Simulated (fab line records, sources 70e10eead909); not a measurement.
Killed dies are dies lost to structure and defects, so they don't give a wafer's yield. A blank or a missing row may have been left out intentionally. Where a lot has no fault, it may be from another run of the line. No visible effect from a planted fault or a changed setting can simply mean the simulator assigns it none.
A struck lot beside a sound one + flow nand-harc + 17 steps out of a route of 1302
Sound: these wafers, L798.1, L798.3, L798.6. Wafers L804.3, L804.4, L804.6 were the ones struck. At the end, the cause is stated.
Per side, at each step with rows, come the tool, then ch with its chambers, and then its first start. Under that, the readings that differ: sound wafers + struck wafers + difference of the means + sigmas: that difference in standard deviations of wafers without a fault.
alike: readings with means less than 2 such deviations apart, plus words and numbers identical on both sides. not compared: withheld readings, readings lacking a value on some wafer, bounds such as >300 that could conceal the same value, and numbers that have no deviation in the record and whose values overlap.
The two part at a step that has a row with sigmas, a row that says differs or no value, or rows on one side only. Numbers that have no deviation but don't overlap get no sigmas and don't part them. A reading missing from all wafers of one side parts the sides only when that side holds two or more wafers.

NHARC_A_BONDPAD_ETCH_34: etches the open film in N2/H2, target depth 60 nm, overetch 18 nm, time 65.91 s.
  sound on rie-diel-06 ch 1,2, day 27 19:22; struck on rie-diel-06 ch 1,3, day 29 17:28
  alike: drypump-motor-current-A, h2-flow-sccm, oes-product-au, rf-vpp-V, showerhead-plenum-p-Torr, throttle-valve-pct
  not compared: rf-hours-counter-h
then, 1 step without rows for these wafers: NHARC_A_BONDPAD_ETCH_12 (etches the open film in CHF3/O2, target depth 220 nm, time 110 s).
NHARC_A_BONDPAD_CD_MEAS_13:
  sound on cd-sem-03, day 27 19:36; struck on cd-sem-02, day 29 17:44
  alike: cd-nm
then, 1 step without rows for these wafers: NHARC_A_BONDPAD_STRIP_15 (strips in O2).
NHARC_A_BONDPAD_ETCH_24: etches the open film in CF4/N2, target depth 30 nm, time 72.99 s.
  sound on rie-diel-06 ch 1,2,3; struck on rie-diel-06 ch 2,3, day 29 18:00
  alike: drypump-motor-current-A, oes-product-au, rf-vpp-V, showerhead-plenum-p-Torr, throttle-valve-pct
  not compared: rf-hours-counter-h
then, 1 step without rows for these wafers: NHARC_A_BONDPAD_STRIP_16 (strips in post etch residue remover, time 600 s).
NHARC_A_BONDPAD_DEGAS_25: time 60 s.
  sound on pvd-sputter-01, day 27 20:13; struck on pvd-sputter-03, day 29 18:24
  alike: heater-power-w
then, 2 steps without rows for these wafers: NHARC_A_BONDPAD_PRE_CLEAN_26 (time 30 s); NHARC_A_BONDPAD_PVD_17 (deposits TaN, target thk 5 nm, time 8.06 s).
NHARC_A_BONDPAD_PVD_27: deposits Cu, target thk 30 nm, time 20.49 s.
  sound on pvd-sputter-01; struck on pvd-sputter-03
  alike: throttle-valve-pct
then, 1 step without rows for these wafers: NHARC_A_BONDPAD_ECD_18 (material Cu, target thk 400 nm).
NHARC_A_BONDPAD_ANNEAL_28: time 90 s.
  sound on rtp-anneal-02 ch 0, day 27 20:58; struck on rtp-anneal-01 ch 0, day 29 19:14
  alike: wafer_temp_C_max
NHARC_A_BONDPAD_CMP_19: polishes, t overpolish 30 s, cu recess touch 16 s, target thk 169.82 nm.
  sound on cmp-01 ch 0,1,2, day 27 21:20; struck on cmp-03 ch 0,1,3, day 29 19:29
  no value came back on the struck wafers for cu-recess-touch-s (s), edge-zone-pressure-frac, motor-current-A (A), overpolish-run-s (s); on the sound wafers cu-recess-touch-s (s) reads 16 16 16
NHARC_A_BONDPAD_THK_MEAS_20: measures by xrf.
  sound on film-metro-01, day 27 21:38; struck on film-metro-01, day 29 19:49
| reading     | sound             | struck            | difference | sigmas      |
|-------------|-------------------|-------------------|------------|-------------|
| thk-nm (nm) | 169.9 169.9 169.5 | 400.1 398.2 397.7 | +228.9     | +99 or more |
then, 1 step without rows for these wafers: NHARC_A_BONDPAD_SRD_21 (time 30 s, dry time 20 s).
NHARC_A_BONDPAD_INSPECT_23:
  sound on defect-inspect-02, day 27 21:52; struck on defect-inspect-01, day 29 20:02
| reading          | sound       | struck         | difference | sigmas |
|------------------|-------------|----------------|------------|--------|
| raw-defect-count | 696 509 558 | 3165 3200 3283 | +2628      | +20    |
NHARC_END_SORT_01:
  at this point the record logs the struck wafers (prober-02 ch 0, day 31 02:49) and has no rows for the sound ones

## WHERE THEY PART
Last at NHARC_END_SORT_01 as far as this record goes, first at NHARC_A_BONDPAD_CMP_19.

WHY: whatever the simulator had introduced
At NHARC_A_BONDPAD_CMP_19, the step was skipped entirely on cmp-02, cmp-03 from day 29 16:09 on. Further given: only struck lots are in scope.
